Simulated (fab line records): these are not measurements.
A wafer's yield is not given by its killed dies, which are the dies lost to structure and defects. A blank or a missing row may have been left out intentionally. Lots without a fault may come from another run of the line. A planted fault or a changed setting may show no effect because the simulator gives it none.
fab line records :: flow n5_finfet
[record]
  lots = 3
  wafers = 8
  last_day = 18
route steps=1938 shown MOL_CONTACT_COAG@596 BEOL_M0_SAQP@632 BEOL_M4@1111 PASSIVATION@1936
lots with no fault: from the same line, run without faults
start_h: hours from the record's opening day to when the first of the lot's shown wafers began :: wait_h: hours from the lot's prior step to this one :: " the same as in the row above :: L1.1+2: a single row standing in for several wafers :: - no value, or no start given :: * or withheld: withheld :: < > ~ a bound
route shown NAME@n: names a module that has steps shown in the file, with the first one's number in the route :: usual: mean and standard deviation over wafers with no fault :: same: alike in all rows :: chamber/n: place in a boat :: sites: readings site by site :: _std_site: their standard deviation :: _edge_site: outer sites' mean less inner sites' :: radius_mm: for every site, how far away it sits from the centre of the wafer :: mask NAME#n: copy n :: behind: the most recent tool/chamber to have shaped the wafer :: hold: what put the lot on hold/how long, in hours/how the hold closed :: device: the n, p or np transistor that did not switch :: end of line: the same wafers' tests at the end of the route :: where a step has no rows: the recipe by itself :: killed: count of dies lost to structure and defects at first sort (not the wafer's yield) :: map: shows each die of a wafer: x if killed, . if not, _ if none is there
set.NAME: the run value of the setting; set.NAME@STEP: its run value at that earlier step :: model.NAME: the simulator's own value behind a step, which no gauge read
lots at some steps of the route; a table a step, a row a wafer
services: the hour from which a tool's chamber was out of use, counted from the record's first day as start_h (under 0 if before that day), plus the number of hours and why
[[steps]]
[step N5_MOL_CONTACT_COAG_COAT_34]
[recipe]
  resist = CAR-EUV
  spin_rpm = 1500
  resist_thk_nm = 40
[step N5_MOL_CONTACT_COAG_EBR_36]
[recipe]
  solvent = PGMEA
  ebr_width_mm = 1.5
[step N5_MOL_CONTACT_COAG_SOFTBAKE_35]
[recipe]
  temp_c = 110
  time_s = 60
  resist = CAR-EUV
[step N5_MOL_CONTACT_COAG_EXPOSE_37]
[recipe]
  mask_id = VD
  na = 0.33
  source_shape = annular
  sigma_inner = 0.3
  sigma_outer = 0.7
  polarization = unpolarized
  defocus_nm = 0
  dose_mj = 62
[step N5_MOL_CONTACT_COAG_PEB_38]
[recipe]
  peb_temp_c = 100
  peb_time_s = 60
  resist = CAR-EUV
[step N5_MOL_CONTACT_COAG_DEVELOP_39]
[recipe]
  develop_time_s = 30
  developer = TMAH
  resist = CAR-EUV
  rinse_liquid = surfactant_rinse
  dry = air_spin
  dev_temp_c = 23
[step N5_MOL_CONTACT_COAG_DESCUM_45]
[recipe]
  chemistry = O2
  time_s = 7
  source_power_w = 50
  bias_power_w = 20
  pressure_mtorr = 20
  rf_frequency_hz = 2.712e+07
  temp_c = 40
  resist = CAR-EUV
  o2_flow_sccm = 225
[step N5_MOL_CONTACT_COAG_ETCH_65]
[recipe]
  chemistry = N2/H2
  target = underlayer
  target_depth_a = 130
  mask_material = CAR-EUV
  time_s = 10.4
  ion_energy_ev = 200
  pressure_mtorr = 30
  source_w = 840
  bias_w = 150
  n2_flow_sccm = 200
  h2_flow_sccm = 200
  ends = cleared
[step N5_MOL_CONTACT_COAG_ETCH_66]
[recipe]
  chemistry = CF4
  target = SiARC
  target_depth_a = 130
  mask_material = CAR-EUV
  time_s = 21.7
  ion_energy_ev = 80
  pressure_mtorr = 40
  source_w = 545
  bias_w = 36
  Ar_flow_sccm = 100
  cf4_flow_sccm = 100
  ends = cleared
[step N5_MOL_CONTACT_COAG_ALD_133]
[recipe]
  material = SiO2
  target_thk_a = 50
  temp_c = 100
  ald_precursor_family = BDEAS
  ald_co_reactant = O2-plasma
  pulse_time_s = 1
  co_reactant_pulse_time_s = 1
  purge_time_s = 2
  co_reactant_purge_time_s = 2
  ald_cycles = 35
  pressure_torr = 2
[usual]
  ald_cycles = 35/0
  heater_power_w = 77/7
  precursor_pulse_height_rel = 1.001/0.021
  susceptor_temp_C = 100.00/0.14
lot.wafer: L717.2
tool: ald_sin-02
chamber: 3
start_h: 142.23
wait_h: 0.2
ald_cycles: 35
heater_power_w: 76
precursor_pulse_height_rel: 1.037
susceptor_temp_C: 100.20
model.SiO2_of_MOL_CONTACT_COAG_ALD_133.thk_nm: 5

lot.wafer: L717.5
tool: ald_sin-02
chamber: 1
start_h: 142.23
wait_h: 0.2
ald_cycles: 35
heater_power_w: 74
precursor_pulse_height_rel: 1.027
susceptor_temp_C: 99.85
model.SiO2_of_MOL_CONTACT_COAG_ALD_133.thk_nm: 5

lot.wafer: L717.6
tool: ald_sin-02
chamber: 0
start_h: 142.23
wait_h: 0.2
ald_cycles: 35
heater_power_w: 66
precursor_pulse_height_rel: 0.999
susceptor_temp_C: 100.09
model.SiO2_of_MOL_CONTACT_COAG_ALD_133.thk_nm: 5

lot.wafer: L728.3
tool: ald_sin-02
chamber: 2
start_h: 206.49
wait_h: 0.2
ald_cycles: 26
heater_power_w: 71
precursor_pulse_height_rel: 0.958
susceptor_temp_C: -
model.SiO2_of_MOL_CONTACT_COAG_ALD_133.thk_nm: 3.8

lot.wafer: L728.4
tool: ald_sin-02
chamber: 1
start_h: 206.49
wait_h: 0.2
ald_cycles: 35
heater_power_w: 73
precursor_pulse_height_rel: 0.970
susceptor_temp_C: 99.93
model.SiO2_of_MOL_CONTACT_COAG_ALD_133.thk_nm: 5

lot.wafer: L734.1
tool: ald_sin-04
chamber: 0
start_h: 241.64
wait_h: 1.1
ald_cycles: 35
heater_power_w: 73
precursor_pulse_height_rel: 0.978
susceptor_temp_C: 99.83
model.SiO2_of_MOL_CONTACT_COAG_ALD_133.thk_nm: 5

lot.wafer: L734.2
tool: ald_sin-04
chamber: 2
start_h: 241.64
wait_h: 1.1
ald_cycles: 35
heater_power_w: 85
precursor_pulse_height_rel: 0.990
susceptor_temp_C: 99.99
model.SiO2_of_MOL_CONTACT_COAG_ALD_133.thk_nm: 5

lot.wafer: L734.3
tool: ald_sin-04
chamber: 3
start_h: 241.64
wait_h: 1.1
ald_cycles: 35
heater_power_w: 99
precursor_pulse_height_rel: 1.000
susceptor_temp_C: 100.11
model.SiO2_of_MOL_CONTACT_COAG_ALD_133.thk_nm: 5
[step N5_MOL_CONTACT_COAG_ETCHBACK_134]
[recipe]
  chemistry = CHF3
  target = SiO2
  target_depth_a = 100
  time_s = 6.7
  ion_energy_ev = 200
  pressure_mtorr = 30
  source_w = 610
  bias_w = 170
  Ar_flow_sccm = 200
  CHF3_flow_sccm = 50
[step N5_MOL_CONTACT_COAG_ETCH_67]
[recipe]
  chemistry = N2/H2
  target = SOC
  target_depth_a = 600
  overetch_a = 210
  mask_material = SiARC
  temp_c = 40
  time_s = 101.2
  ion_energy_ev = 200
  pressure_mtorr = 30
  source_w = 840
  bias_w = 150
  n2_flow_sccm = 200
  h2_flow_sccm = 200
[step N5_MOL_CONTACT_COAG_STRIP_68]
[recipe]
  chemistry = N2/H2
  temp_c = 40
  n2_flow_sccm = 200
  h2_flow_sccm = 200
  rf_frequency_hz = 6e+07
[step N5_MOL_CONTACT_COAG_STRIP_69]
[recipe]
  chemistry = N2/H2
  temp_c = 40
  n2_flow_sccm = 200
  h2_flow_sccm = 200
  rf_frequency_hz = 6e+07
[step N5_MOL_CONTACT_COAG_ETCHBACK_136]
[recipe]
  chemistry = CHF3
  target = SiO2
  target_depth_a = 250
  time_s = 16.7
  ion_energy_ev = 200
  pressure_mtorr = 30
  source_w = 610
  bias_w = 170
  Ar_flow_sccm = 200
  CHF3_flow_sccm = 50
[step N5_MOL_CONTACT_COAG_STRIP_120]
[recipe]
  chemistry = CHF3
  resist = SiARC
  rf_frequency_hz = 6e+07
[step N5_MOL_CONTACT_COAG_VIA_ETCH_117]
[recipe]
  chemistry = C4F6/O2
  target_depth_a = 400
  overetch_a = 80
  mask_material = SOC
  target = SiO2
  bias_w = 455
  pressure_mtorr = 10
  time_s = 26
  source_w = 325
  Ar_flow_sccm = 300
  C4F6_flow_sccm = 10
  O2_flow_sccm = 10
  ion_energy_ev = 575.3
  ends = end_point
[step N5_MOL_CONTACT_COAG_ETCH_124]
[recipe]
  chemistry = CH3F/O2
  target = SiNx
  target_depth_a = 65
  mask_material = SOC
  stop_on = SiOC
  over_etch_frac = 0.3
  ion_energy_ev = 120
  pressure_mtorr = 30
  source_w = 395
  bias_w = 73
  Ar_flow_sccm = 150
  CH3F_flow_sccm = 30
  O2_flow_sccm = 20
  ends = end_point
[step N5_MOL_CONTACT_COAG_ETCH_48]
[recipe]
  chemistry = C4F6/O2
  target_depth_a = 150
  overetch_a = 45
  mask_material = SOC
  target = SiOC
  bias_w = 465
  pressure_mtorr = 10
  time_s = 17
  source_w = 335
  Ar_flow_sccm = 300
  C4F6_flow_sccm = 10
  O2_flow_sccm = 10
  ion_energy_ev = 576
[step N5_MOL_CONTACT_COAG_STRIP_72]
[recipe]
  chemistry = N2/H2
  power_w = 450
  temp_c = 40
  pressure_mtorr = 20
  rf_frequency_hz = 6e+07
  overash_fraction = 3
  bias_power_w = 7
  h2_frac = 0.5
  n2_flow_sccm = 200
  h2_flow_sccm = 200
[step N5_MOL_CONTACT_COAG_STRIP_49]
[recipe]
  chemistry = N2/H2
  time_s = 30
  power_w = 1000
  temp_c = 250
  pressure_mtorr = withheld
  n2_flow_sccm = 1750
  h2_flow_sccm = 3250
[step N5_MOL_CONTACT_COAG_PRECLEAN_138]
[recipe]
  chemistry = alkaline_clean
  temp_c = 60
  time_s = 60
  do_ppb = 50
[step N5_MOL_CONTACT_COAG_SRD_139]
[recipe]
  dry = ipa_marangoni
  time_s = 30
  temp_c = 23
  rinse_liquid = diw
[step N5_MOL_CONTACT_COAG_PRE_CLEAN_121]
[recipe]
  gas = H2/He
  time_s = *
  temp_c = withheld
[step N5_MOL_CONTACT_COAG_CVD_140]
[recipe]
  material = W
  target_thk_a = 665
  mode = selective_fill
  temp_c = 300
  time_s = 215
[step N5_MOL_CONTACT_COAG_PRECLEAN_127]
[recipe]
  chemistry = DIW
  time_s = 57.5
  temp_c = 23
[step N5_MOL_CONTACT_COAG_SRD_128]
[recipe]
  dry_time_s = 32
  dry = n2_spin
  spin_rpm = 1500
[step N5_MOL_CONTACT_COAG_CMP_52]
[recipe]
  stop_on = SiO2
  t_overpolish_s = 1.5
  post_cmp_clean = w_dilute_nh4oh
  down_force_psi = 4
  platen_rpm = 50.289
  pad_velocity_m_s = 1.0006
  target_thk_nm = 66.5
[step N5_MOL_CONTACT_COAG_ANNEAL_112]
[recipe]
  temp_c = 400
  time_s = 1800
  ambient = HPD2
  pressure_atm = 10
[step N5_BEOL_M0_SAQP_PECVD_00]
[recipe]
  material = SiCN
  target_thk_a = 80
  temp_c = withheld
  precursor = 3MS/NH3
  pressure_torr = 3
  rf_w = 202
  time_s = 14
[step N5_BEOL_M0_SAQP_ILD_DEP_01]
[recipe]
  material = SiOC
  target_thk_a = 454.19
  temp_c = 350
  precursor = DEMS/O2
  pressure_torr = 5
  rf_w = 500
  time_s = 8.7
[step N5_BEOL_M0_SAQP_HM_DEP_02]
[recipe]
  material = TiN
  target_thk_a = 120
  temp_c = 25
  chamber_pressure_pa = 0.49996
[step N5_BEOL_M0_SAQP_PECVD_03]
[recipe]
  material = SiCN
  target_thk_a = 120
  temp_c = withheld
  precursor = 3MS/NH3
  pressure_torr = 3
  rf_w = 202
  time_s = 21.1
[step N5_BEOL_M0_SAQP_PECVD_96]
[recipe]
  material = a-Si
  target_thk_a = 450
  temp_c = 350
  precursor = SiH4/He
  pressure_torr = 3
  rf_w = 100
  time_s = 45.2
[step N5_BEOL_M0_SAQP_PECVD_97]
[recipe]
  material = SiNx
  target_thk_a = 230
  temp_c = 350
  precursor = SiH4/NH3/N2
  pressure_torr = 1.5
  rf_w = 300
  time_s = 19.9
[step N5_BEOL_M4_RC_MEAS_101]
[usual]
  DIBL_N = 36.3/1.8
  DIBL_P = 36.5/2.1
  IOFF_N = 0.16/0.031
  IOFF_P = 0.22/0.038
  ION_N = 677/12
  ION_P = 466/7.8
  SS_N = 71.5/0.61
  SS_P = 73.2/0.7
  VT_N = 249/3
  VT_P = -248.9/3
lot.wafer: L717.2
tool: prober-01
chamber: 0
start_h: 229.85
wait_h: 0.2
DIBL_N[mV/V]: 37.1
DIBL_P[mV/V]: 36.9
IOFF_N[nA/um]: 0.16
IOFF_P[nA/um]: 0.22
ION_N[uA/um]: 669
ION_P[uA/um]: 460
SS_N[mV/dec]: 72.0
SS_P[mV/dec]: 73.5
VT_N[mV]: 251
VT_P[mV]: -249.3

lot.wafer: L717.5
tool: prober-01
chamber: 0
start_h: 229.85
wait_h: 0.2
DIBL_N[mV/V]: 34.6
DIBL_P[mV/V]: 33.6
IOFF_N[nA/um]: 0.13
IOFF_P[nA/um]: 0.17
ION_N[uA/um]: 677
ION_P[uA/um]: 467
SS_N[mV/dec]: 71.5
SS_P[mV/dec]: 72.5
VT_N[mV]: 252
VT_P[mV]: -251.9

lot.wafer: L717.6
tool: prober-01
chamber: 0
start_h: 229.85
wait_h: 0.2
DIBL_N[mV/V]: 38.5
DIBL_P[mV/V]: 37.9
IOFF_N[nA/um]: 0.19
IOFF_P[nA/um]: 0.25
ION_N[uA/um]: 669
ION_P[uA/um]: 463
SS_N[mV/dec]: 72.2
SS_P[mV/dec]: 73.8
VT_N[mV]: 246
VT_P[mV]: -248.2

lot.wafer: L728.3
tool: prober-01
chamber: 0
start_h: 281.95
wait_h: 0.3
DIBL_N[mV/V]: 37.2
DIBL_P[mV/V]: 36.3
IOFF_N[nA/um]: 0.18
IOFF_P[nA/um]: 0.24
ION_N[uA/um]: 689
ION_P[uA/um]: 471
SS_N[mV/dec]: 71.5
SS_P[mV/dec]: 72.4
VT_N[mV]: 249
VT_P[mV]: -247.9

lot.wafer: L728.4
tool: prober-01
chamber: 0
start_h: 281.95
wait_h: 0.3
DIBL_N[mV/V]: 36.9
DIBL_P[mV/V]: 36.1
IOFF_N[nA/um]: 0.17
IOFF_P[nA/um]: 0.25
ION_N[uA/um]: 687
ION_P[uA/um]: 482
SS_N[mV/dec]: 71.7
SS_P[mV/dec]: 72.9
VT_N[mV]: 247
VT_P[mV]: -246.1

lot.wafer: L734.1
tool: prober-01
chamber: 0
start_h: 312.93
wait_h: 0.0
DIBL_N[mV/V]: 35.7
DIBL_P[mV/V]: 36.9
IOFF_N[nA/um]: 0.17
IOFF_P[nA/um]: 0.24
ION_N[uA/um]: 669
ION_P[uA/um]: 463
SS_N[mV/dec]: 72.0
SS_P[mV/dec]: 73.1
VT_N[mV]: 249
VT_P[mV]: -246.4

lot.wafer: L734.2
tool: prober-01
chamber: 0
start_h: 312.93
wait_h: 0.0
DIBL_N[mV/V]: 36.8
DIBL_P[mV/V]: 38.0
IOFF_N[nA/um]: 0.19
IOFF_P[nA/um]: 0.24
ION_N[uA/um]: 678
ION_P[uA/um]: 459
SS_N[mV/dec]: 71.6
SS_P[mV/dec]: 73.5
VT_N[mV]: 246
VT_P[mV]: -250.0

lot.wafer: L734.3
tool: prober-01
chamber: 0
start_h: 312.93
wait_h: 0.0
DIBL_N[mV/V]: 34.5
DIBL_P[mV/V]: 36.0
IOFF_N[nA/um]: 0.16
IOFF_P[nA/um]: 0.22
ION_N[uA/um]: 679
ION_P[uA/um]: 471
SS_N[mV/dec]: 71.5
SS_P[mV/dec]: 72.5
VT_N[mV]: 246
VT_P[mV]: -245.6
[step N5_PASSIVATION_PROBE_49]
[usual]
  defect_limited_yield = 91.2/1.5
  killed_at_M0_to_M3 = 33/9.6
  killed_at_M4_up = 14/5.6
  killed_at_contacts = 14/5.5
  killed_at_front_end = 40/13
  killed_at_other = 4/3
  killed_dies = 104/17
  killed_on_rim = 14/4.3
  killed_open = 68/13
  killed_short = 33/7.2
  sort_bin_5_function = 5.2/0.95
  sort_bin_6_memory = 3.3/0.62
  sort_n_pass = 1076/17
  sort_yield_pct = 91.2/1.5
[same]
  gross_dies = 1180
  killed_at_back_side = 0
  sort_bin_4_leakage[%] = 0
  sort_bin_8_speed[%] = 0
lot.wafer: L728.3
tool: prober-02
chamber: -
start_h: 397.84
wait_h: 0.1
defect_limited_yield[%]: 63.6
killed_at_M0_to_M3: 35
killed_at_M4_up: 14
killed_at_contacts: 320
killed_at_front_end: 55
killed_at_other: 5
killed_dies: 429
killed_on_rim: 57
killed_open: 81
killed_short: 42
sort_bin_5_function[%]: 6.4
sort_bin_6_memory[%]: 3.7
sort_n_pass: 751
sort_yield_pct[%]: 63.6
// killed by level:class
L728.3 MOL_CONTACT_COAG:area_ald=303 FIN_SAQP:geometric_particle:open=20 MOL_CONTACT_COAG:geometric_particle:open=15 FIN_SAQP:geometric_particle:short=13 BEOL_M2:geometric_particle:open=11 BEOL_M0_SAQP:geometric_particle:short=11 BEOL_M4:geometric_particle:open=8 DUMMY_GATE:geometric_particle:open=6
// map L728.3 (x killed, . not)
_________________x..xxx..x...________________
______________x.xx.x...x....x.x._____________
___________x.x..........x.x...xx...__________
__________x...x.xx....xxxx.x..xxx.xx_________
________..x.xxxxx....x.x.x..x.x.x..xx._______
_______..xx.x.x.x...xx...xxxxx...x.....______
______...xxxxxxxx....x.x...xx.x.xx.xxx.._____
_____..x..xx.....x..xx..xxxxxx..xxx..xxxx____
____xxx....xx....xx....x.x...x..xxx..x....___
___....x....x.x.x.x.........xx..x.xx..x....__
___...xx..xxxxx...x.xx.x...x.....xx....x...__
__x..x.x.xxx...xxx...xx..x.xx.xx.x.x..x...xx_
__.........xxxxx.xxx........x......xx..x..x._
_x.xx........x.xxx.x..x.x..x..........x..xx.x
_xx.x..x.x...x...x..x.xx.x.xx..x.xx..........
_.x.....xxx.xxx....x........x.x.xx...x....xxx
_.xxx....x...x..x.xxx.....xxxx.....x..x.x...x
_x...x.x....x.....xx..x.x.x....xx.....x.xx...
_...xx...x....x...xxxx.x..xxx...x.x..........
_x.x......x...xx..x......xx.x.....x...x..xxx.
_.x........x..x....x.xx...x.xx.x..xx...xx....
__.x..xx..x.......x..x....x.x..x.x.....x..xx_
__......x.x......xxx..x.....xx.........xx.x._
___xxx..x..x.xx..x..x.x.x.x.xxx....x..x..x.__
___x.....xx.xx..x...x...x.....xxx.....x....__
____.x.x.x...xxx.....x...xxx..x..x........___
_____.x.......xxx..x...x.x.x.xx.......x..____
______.x.......x..x..x.xxxx........x...x_____
_______x..x.x.x......xx...x..xx..x.xx.x______
________xx.x.....xx..x.xx.......xx.xx._______
__________..xxx...xx......xxxxxx.x.._________
___________.......xx.x...xx..x....x__________
______________x.xx...........x.._____________
_________________.xx...xx....________________
// map L717.6 (x killed, . not)
_________________......xx....________________
______________...x.............._____________
___________x.x..x..............x...__________
__________..................x...x..._________
________x................x.......xx..x_______
_______...x.x......................x...______
______....x...x................x...x..x._____
_____........................x...........____
____.........x...............x............___
___................................x..x....__
___x.............x...............x....x...x__
__x......x.........x...............x......x._
__.....x..x..x...................x.....x...._
_......................x.x...x..x........x...
_..x.....x..........x..x...x.x.....x....x..x.
_...x.x..x...xx.x.....x.....x.........x......
_.x....x........x...........x.x........x.....
_...x.......xx..x...x.......................x
_...x...........x.....xx.....................
_..........x......................x....x.x...
_..x..........x......x......x.x.......x......
__.......................x.x......x.....x..._
__.........x.............xx........x........_
___...............x........................__
___..........x.....x........x....x...x.....__
____.xx......x..........x.x...x.x.........___
_____......x........x..x.................____
______..........x......x..........x....._____
_______...x..................x.......x.______
________..x......x.x..x...x..........._______
__________.................x.x......_________
___________.......xx........x......__________
______________...x.............._____________
_________________........x...________________
[[services]]
tool: ald_sin-02
chamber: -
start_h: 122.50
hours: 0.9
kind: repair

tool: ald_sin-04
chamber: 2
start_h: 235.80
hours: 1.5
kind: repair
[[key]]
[first_sign]
  step = N5_MOL_CONTACT_COAG_ALD_133
  reading = ald_cycles
  direction = down
  sigmas = 99+
  usual = *
  struck = *
[effect]
  step = N5_PASSIVATION_PROBE_49
  reading = killed_at_contacts
  direction = up
  sigmas = 56
  usual = 14
  struck = 320
[model_effect]
  step = N5_MOL_CONTACT_COAG_ALD_133
  value = SiO2_of_MOL_CONTACT_COAG_ALD_133.thk_nm
  without = 5
  struck = 3.8
[more_kills_born_at]
  N5_MOL_CONTACT_COAG_ALD_133@ald_sin-02 = 303
met_at N5_MOL_CONTACT_COAG_ALD_133
struck_wafers L728.3
onset_between 142.23 206.49
[fault]
  kind = process_parameter_drift
  tool = ald_sin-02
  chamber = -
  onset_h = 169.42
  steps = N5_MOL_CONTACT_COAG_ALD_133
  channel = ald_cycles
  offset = *
  shape = step
  end_h = 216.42
  scope = struck_wafers_only
  acts_in = *
  stated = *
